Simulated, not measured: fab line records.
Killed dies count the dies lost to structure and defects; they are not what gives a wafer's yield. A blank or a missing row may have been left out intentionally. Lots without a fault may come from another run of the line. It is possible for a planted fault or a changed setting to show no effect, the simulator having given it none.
Matching of chambers | flow nandHarc | NHARC_A_CHANNEL_FILL_D1_CMP_10 on cmp-03: 4 sister chambers
The step polishes, target thk 150 nm. 30 wafers are shown with their chamber, then 12 later ones without.

## WAFERS WITH THEIR CHAMBER
wafer  | chamber | motorCurrentA (A) | timeToEndpointS (s)
L074.4 | 0       | 16.2              | 16.3
L074.5 | 0       | 16.4              | 13.7
L074.6 | 3       | 10.5              | 15.6
L076.1 | 0       | 15.7              | 16.7
L076.4 | 1       | 11.5              | 13.2
L076.5 | 0       | 16.2              | 14.3
L077.2 | 0       | 16.5              | 16.3
L077.4 | 1       | 10.4              | 13.4
L077.5 | 0       | 16.6              | 16.2
L078.1 | 1       | 11.1              | 12.4
L078.4 | 0       | 16.6              | 17.2
L078.5 | 0       | 16.2              | 15.1
L080.1 | 2       | 10.9              | 13.8
L080.3 | 3       | 11.9              | 12.2
L080.4 | 1       | 10.7              | 10.3
L080.2 | 0       | 16.5              | 12.1
L080.5 | 2       | 11.7              | 13.1
L080.6 | 1       | 11.5              | 12.3
L082.1 | 0       | 16.3              | 10.7
L082.4 | 1       | 10.5              | 11.2
L082.6 | 3       | 11.3              | 12.7
L083.2 | 1       | 11.5              | 11.8
L083.3 | 2       | 11.4              | 13.7
L083.5 | 0       | 16.5              | 13.0
L084.2 | 1       | 10.6              | 11.8
L084.3 | 0       | 16.7              | 15.8
L084.6 | 3       | 11.0              | 13.3
L086.1 | 0       | 15.2              | 14.6
L086.3 | 1       | 11.2              | 9.3
L086.4 | 2       | 11.4              | 14.4

SIGNATURES (means of the wafers above)
reading         | chamber 0 | chamber 1 | chamber 2 | chamber 3 | scatter within a chamber
motorCurrentA   | 16.277    | 11.000    | 11.350    | 11.175    | 0.442
timeToEndpointS | 14.769    | 11.744    | 13.750    | 13.450    | 1.61
Rule: for each reading, subtract the chamber's mean from the wafer's reading, divide by that reading's scatter and square the result; add these up over the readings and take the root, which gives the wafer's distance from the chamber. The wafer belongs to the nearest chamber; if the next one is less than 2 further off, it can't be placed. How the scatter is found: for the shown wafers, subtract from each reading the mean of its chamber, square and add these, divide the total by (wafers less chambers), then take the root.

## WAFERS WITH NO CHAMBER GIVEN
wafer  | motorCurrentA (A) | timeToEndpointS (s)
L087.4 | 11.0              | 12.9
L087.5 | 11.1              | 12.6
L087.6 | 16.6              | 17.1
L088.2 | 11.0              | 10.7
L088.4 | 15.7              | 16.5
L088.5 | 11.5              | 13.0
L089.2 | 15.8              | 13.9
L089.4 | 11.6              | 16.0
L089.6 | 11.4              | 13.0
L093.3 | 11.5              | 15.3
L093.4 | 10.8              | 13.8
L093.5 | 16.0              | 17.2

## WHICH CHAMBER EACH WENT THROUGH
wafer  | from the rows above          | in truth
L087.4 | can't be placed: 3 or 1 or 2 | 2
L087.5 | can't be placed: 3 or 1 or 2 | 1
L087.6 | 0                            | 0
L088.2 | can't be placed: 1 or 3 or 2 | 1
L088.4 | 0                            | 0
L088.5 | can't be placed: 2 or 3 or 1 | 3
L089.2 | 0                            | 0
L089.4 | can't be placed: 2 or 3 or 1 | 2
L089.6 | can't be placed: 2 or 3 or 1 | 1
L093.3 | can't be placed: 2 or 3 or 1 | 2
L093.4 | can't be placed: 3 or 2 or 1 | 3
L093.5 | 0                            | 0
Correct placement for 4 of the 12. Cannot be placed on the basis of these rows: 8; the candidates contain the true chamber in 8. Wrongly placed: 0.
